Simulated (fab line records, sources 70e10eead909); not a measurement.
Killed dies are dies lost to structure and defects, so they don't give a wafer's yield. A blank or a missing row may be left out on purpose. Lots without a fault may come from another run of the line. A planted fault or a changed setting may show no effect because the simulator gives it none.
A struck lot beside a sound one | flow nand_harc | 15 steps out of a route of 1302
Sound: wafers L347.1, L347.4, L347.5. Struck: wafers L345.1, L345.2, L345.4. The cause comes at the end.
At each step with rows: each side's tool, then ch and its chambers, then its first start. Under that, the readings that differ: sound wafers | struck wafers | difference of the means | sigmas: that difference in standard deviations of wafers without a fault.
alike: readings whose means differ by less than 2 such deviations, and words and numbers that are the same on both sides. not compared: withheld readings, readings that some wafer has no value for, bounds like >300 that may hide the same value, and numbers for which the record gives no deviation and whose values overlap.
The two part at a step that has a row with sigmas, a row that says differs or no value, or rows on one side only. Numbers that don't overlap but have no deviation are shown without sigmas and don't part them. A reading that every wafer of one side lacks parts them only if that side has two wafers or more.

first, 7 steps without rows for these wafers: NHARC_A_BLC_COAT_03 (time 65 s); NHARC_A_BLC_COAT_04 (resist thk 90 nm); NHARC_A_BLC_SOFTBAKE_05 (time 55 s); NHARC_A_BLC_EBR_06; NHARC_A_BLC_EXPOSE_07 (exposes mask A BLC, target cd 100 nm); NHARC_A_BLC_PEB_08 (peb time 65 s); NHARC_A_BLC_DEVELOP_09 (develop time 35 s).
NHARC_A_BLC_CD_MEAS_10: target cd 100 nm.
  sound on cd_sem-02 ch 0, day 28 21:05; struck on cd_sem-01 ch 0, day 27 15:15
  alike: cd_nm
NHARC_A_BLC_OVL_MEAS_11:
  sound on overlay-02, day 28 21:10; struck on overlay-01, day 27 15:20
  alike: overlay_x_nm, overlay_y_nm
NHARC_A_BLC_INSPECT_12:
  sound on defect_inspect-02, day 28 21:12; struck on defect_inspect-01, day 27 15:23
  alike: raw_defect_count
NHARC_A_BLC_DESCUM_15: chemistry O2, time 3 s.
  sound on rie_diel-02 ch 1,2, day 28 21:16; struck on rie_diel-05 ch 1,2,3, day 27 15:26
  alike: drypump_motor_current_A, oes_product_au, rf_vpp_V, showerhead_plenum_p_Torr, throttle_valve_pct
  not compared: rf_hours_counter_h
NHARC_A_BLC_ETCH_16: etches the open film in CF4, target depth 39 nm, time 65 s.
  sound on rie_diel-02 ch 2,3, day 28 21:21; struck on rie_diel-05 ch 0,1,3, day 27 15:32
  alike: bias_w, cf4_flow_sccm, drypump_motor_current_A, oes_product_au, rf_vpp_V, showerhead_plenum_p_Torr, throttle_valve_pct
  not compared: rf_hours_counter_h
NHARC_A_BLC_ETCH_17: etches the open film in N2/H2, target depth 390 nm, time 609.38 s.
  sound on rie_diel-02 ch 1,2,3, day 28 21:32; struck on rie_diel-05 ch 0,1,2, day 27 15:37
  no value came back on the struck wafers for any of 7 readings (bias_w (W), chamber_pressure_mTorr (mTorr) and others); on the sound wafers bias_w (W) reads 150.0 150.6 150.3
  not compared: rf_hours_counter_h
NHARC_A_BLC_ETCH_18: etches the open film in C4F8/O2/Ar, target depth 910 nm.
  sound on rie_diel-02 ch 1,2,3; struck on rie_diel-05 ch 0,2,3
  reading               | sound             | struck            | difference | sigmas
  oes_product_au (a.u.) | 0.923 0.919 0.911 | 0.974 0.958 0.951 | +0.043     | +2
  alike: bias_w, chamber_pressure_mTorr, rf_vpp_V
  not compared: rf_hours_counter_h
NHARC_END_SORT_01:
  the record has rows for the struck wafers here (prober-02 ch 0, day 29 10:10) and none for the sound ones

WHERE THEY PART
First at NHARC_A_BLC_ETCH_17; last, within this record, at NHARC_END_SORT_01.

WHY: what the simulator had put in
Skipped step whole: rie_diel-05, from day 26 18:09 on, at NHARC_A_BLC_ETCH_17. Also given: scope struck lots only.
